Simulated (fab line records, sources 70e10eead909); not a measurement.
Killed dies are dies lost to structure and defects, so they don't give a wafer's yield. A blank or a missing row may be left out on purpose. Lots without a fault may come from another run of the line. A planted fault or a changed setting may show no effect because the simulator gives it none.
Chamber matching | flow nand_harc | NHARC_A_WL_FILL_ETCHBACK_26 on rie_si-01: 4 sister chambers
The step etches the open film in HBr, target depth 52 nm, time 13.3 s. 4 wafers are shown with their chamber, then 11 later ones without.

WAFERS WITH THEIR CHAMBER
wafer  | chamber | drypump_motor_current_A (A)
L084.2 | 2       | 5.5
L087.1 | 0       | 5.4
L087.4 | 3       | 4.8
L092.4 | 1       | 5.0

WAFERS WITHOUT THEIR CHAMBER
wafer  | drypump_motor_current_A (A)
L092.5 | 5.0
L092.6 | 5.4
L091.1 | 5.5
L091.3 | 4.9
L091.4 | 5.0
L096.3 | 5.5
L096.4 | 5.0
L096.6 | 5.5
L097.1 | 5.5
L097.2 | 5.0
L097.4 | 5.5

WHICH CHAMBER EACH WENT THROUGH
wafer  | from the rows above     | in truth
L092.5 | 1                       | 1
L092.6 | 0                       | 0
L091.1 | 2                       | 2
L091.3 | can't be placed: 1 or 3 | 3
L091.4 | 1                       | 1
L096.3 | 2                       | 2
L096.4 | 1                       | 1
L096.6 | 2                       | 2
L097.1 | 2                       | 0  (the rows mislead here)
L097.2 | 1                       | 1
L097.4 | 2                       | 2
Placed correctly: 9 of 11. Can't be placed from these rows: 1 (the true chamber is among the candidates in 1). Placed wrongly: 1.
How it was worked out, from the rows above alone: a wafer's distance from a chamber is the root of the sum, over the readings, of the square of ((its reading less the chamber's mean) divided by the reading's scatter). The wafer belongs to the nearest chamber; if the next one is less than 2 further off, it can't be placed. A chamber's mean is the mean of its shown wafers. The scatter: with one shown wafer a chamber, the root of the mean of the squares of how far each hidden wafer lies from its nearest shown one.
